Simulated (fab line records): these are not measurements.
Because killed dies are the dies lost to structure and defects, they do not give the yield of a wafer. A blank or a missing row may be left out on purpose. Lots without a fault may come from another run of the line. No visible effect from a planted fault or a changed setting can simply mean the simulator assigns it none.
Chamber matching | flow n5_finfet | pecvd-03 running N5_BEOL_M2_PECVD_72: 3 sister chambers
The step deposits SiO2 from TEOS/O2, target thk 16 nm, time 18 s. 20 wafers are shown with their chamber, then 10 later ones without.

== EACH WAFER AND ITS CHAMBER ==
wafer  | chamber | throttle_valve_pct (%) | heater_power_outer_w (W) | showerhead_plenum_p_Torr (Torr)
L077.3 | 1       | 23.1                   | 378                      | 8.81
L077.5 | 1       | 23.1                   | 373                      | 8.82
L077.6 | 2       | 21.4                   | 398                      | 8.85
L078.2 | 1       | 23.2                   | 400                      | 8.83
L078.3 | 0       | 23.0                   | 433                      | 8.80
L078.4 | 1       | 23.0                   | 404                      | 8.84
L079.1 | 0       | 23.1                   | 475                      | 8.82
L079.3 | 2       | 21.5                   | 337                      | 8.87
L079.4 | 0       | 22.9                   | 469                      | 8.82
L080.2 | 0       | 23.0                   | 432                      | 8.83
L080.4 | 0       | 23.1                   | 431                      | 8.83
L080.6 | 1       | 23.3                   | 363                      | 8.82
L081.2 | 1       | 23.1                   | 381                      | 8.82
L081.5 | 2       | 21.3                   | 406                      | 8.85
L081.6 | 0       | 23.0                   | 439                      | 8.82
L086.1 | 0       | 23.5                   | 432                      | 8.81
L086.2 | 1       | 23.2                   | 382                      | 8.82
L086.4 | 1       | 23.2                   | 372                      | 8.81
L090.3 | 1       | 23.2                   | 378                      | 8.80
L090.4 | 0       | 23.3                   | 450                      | 8.85

SIGNATURES (means of the wafers above)
reading                  | chamber 0 | chamber 1 | chamber 2 | scatter within a chamber
throttle_valve_pct       | 23.113    | 23.156    | 21.400    | 0.144
heater_power_outer_w     | 445.12    | 381.22    | 380.33    | 19.5
showerhead_plenum_p_Torr | 8.8225    | 8.8189    | 8.8567    | 0.0131
Rule: for each reading, subtract the chamber's mean from the wafer's reading, divide by that reading's scatter and square the result; add these up over the readings and take the root, which gives the wafer's distance from the chamber. If the next closest chamber is less than 2 further off than the closest, the wafer can't be placed; otherwise it belongs to the closest. The scatter is the square root of a quotient: the sum, over the shown wafers, of each reading's squared deviation from its chamber's mean, divided by wafers minus chambers.

== WAFERS WHOSE CHAMBER IS MISSING ==
wafer  | throttle_valve_pct (%) | heater_power_outer_w (W) | showerhead_plenum_p_Torr (Torr)
L090.6 | 23.1                   | 386                      | 8.82
L091.2 | 23.4                   | 471                      | 8.80
L091.3 | 23.0                   | 382                      | 8.80
L091.5 | 20.6                   | 367                      | 8.84
L093.4 | 23.4                   | 449                      | 8.83
L093.5 | 23.0                   | 351                      | 8.81
L093.6 | 20.3                   | 421                      | 8.85
L097.1 | 20.5                   | 412                      | 8.85
L097.3 | 23.4                   | 381                      | 8.84
L097.5 | 23.0                   | 390                      | 8.83

== EACH ONE'S CHAMBER ==
wafer  | from the rows above     | in truth
L090.6 | 1                       | 1
L091.2 | 0                       | 0
L091.3 | can't be placed: 1 or 0 | 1
L091.5 | 2                       | 2
L093.4 | can't be placed: 0 or 1 | 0
L093.5 | 1                       | 1
L093.6 | 2                       | 2
L097.1 | 2                       | 2
L097.3 | can't be placed: 1 or 0 | 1
L097.5 | can't be placed: 1 or 0 | 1
Correct placement for 6 of the 10. Cannot be placed on the basis of these rows: 4; the candidates contain the true chamber in 4. 0 placed wrongly.
